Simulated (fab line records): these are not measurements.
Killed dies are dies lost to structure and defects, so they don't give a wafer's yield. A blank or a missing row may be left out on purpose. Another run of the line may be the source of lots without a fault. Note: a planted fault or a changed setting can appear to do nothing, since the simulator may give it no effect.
Split-lot study | flow n5-finfet | on a route of 1938 steps: 7 lots, 21 wafers read

== SPLIT DETAILS ==
At N5_BEOL_M11_ETCH_41 (etches SiCN in CH3F/O2, target depth 42.6 nm, time 86 s), the setting time-s was moved away from the recipe's 86 s on 9 of the 21 wafers read, by -21.6% to +20.6%. All remaining wafers had this setting at the recipe value.

The reading comes from the split's own step.

== THE READING ==
etch.depth-nm (the simulator's own value, which no gauge read), in nm, at N5_BEOL_M11_ETCH_41 (etches SiCN in CH3F/O2, target depth 42.6 nm, time 86 s). No usual value for it is given in the file. Here, 12 wafers ran the recipe; their average is 32.26 nm with a standard deviation of 0.32 nm.

wafer  | tool, chamber at the split | time-s as run, s | against the recipe | etch.depth-nm, nm | against lot-mates on the recipe
L080.2 | rie-diel-05, 3             | 68.97            | -19.8%             | 25.52             | -6.13
L080.3 | rie-diel-05, 0             | 68.97            | -19.8%             | 25.82             | -5.83
L080.4 | rie-diel-05, 1             | 86               | recipe             | 31.65             | -
L085.3 | rie-diel-04, 2             | 86               | recipe             | 32.48             | -
L085.5 | rie-diel-04, 1             | 86               | recipe             | 32.69             | -
L085.6 | rie-diel-04, 2             | 86               | recipe             | 32.4              | -
L088.2 | rie-diel-05, 0             | 86               | recipe             | 32.44             | -
L088.3 | rie-diel-05, 2             | 67.43            | -21.6%             | 24.89             | -7.31
L088.5 | rie-diel-05, 1             | 86               | recipe             | 31.97             | -
L089.3 | rie-diel-06, 1             | 103.7            | +20.6%             | 40.08             | +7.98
L089.4 | rie-diel-06, 3             | 86               | recipe             | 32.1              | -
L089.6 | rie-diel-06, 1             | 103.7            | +20.6%             | 40.16             | +8.06
L091.2 | rie-diel-04, 3             | 86               | recipe             | 32.58             | -
L091.5 | rie-diel-04, 0             | 86               | recipe             | 31.82             | -
L091.6 | rie-diel-04, 3             | 86               | recipe             | 32.56             | -
L090.1 | rie-diel-04, 2             | 86               | recipe             | 32.44             | -
L090.4 | rie-diel-04, 0             | 100.2            | +16.5%             | 38.08             | +5.64
L090.5 | rie-diel-04, 2             | 100.2            | +16.5%             | 37.87             | +5.43
L095.1 | rie-diel-05, 1             | 79.8             | -7.2%              | 29.68             | -2.36
L095.2 | rie-diel-05, 0             | 86               | recipe             | 32.04             | -
L095.4 | rie-diel-05, 2             | 79.8             | -7.2%              | 29.35             | -2.69

THE FIT
A straight line over all 21 wafers: etch.depth-nm changes by +0.354 nm for each +1% of time-s; r = +1.00; the points scatter about the line by 0.36 nm.
The same after taking each lot's own level away (the mean of its wafers on the recipe; 21 wafers): +0.344 nm for each +1%; r = +0.99; scatter 0.42 nm.
Per that fit: largest time-s move, reading shift of 7.4 nm.
From 31.650 to 32.523 nm: that is the span of the lots' own levels, equal to 2.7 times the standard deviation above.
So the lot-to-lot level changes the slope little: the two slopes agree.
Check: with one of the wafers moved furthest among these (-21.6%) left out of the fit, the line predicts -7.25 nm for it against its lot-mates. Against them it came out at -7.31 nm.

== OTHER SPLITS ON THESE WAFERS ==
These wafers also went through other splits before the reading. Each is held against what the fit with the lots' levels taken away leaves over:
other split on the same wafers | wafers away from the commonest value | r with etch.depth-nm (lot level and that fit taken away)
N5_BEOL_M9_COAT_64 spin-rpm    | 6                                    | +0.18
N5_BEOL_M9_COAT_75 time-s      | 5                                    | +0.33
N5_BEOL_M10_COAT_05 spin-rpm   | 8                                    | -0.11
N5_BEOL_M10_ETCH_62 time-s     | 2                                    | -0.35
N5_BEOL_M11_DESCUM_16 time-s   | 7                                    | +0.07
N5_BEOL_M11_ETCH_62 time-s     | 5                                    | +0.10
N5_BEOL_M11_ETCH_66 time-s     | 8                                    | +0.21

== THE FILE'S OWN FIT ==
etch.depth-nm changes by +0.343 nm for each +1% of time-s, r = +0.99.
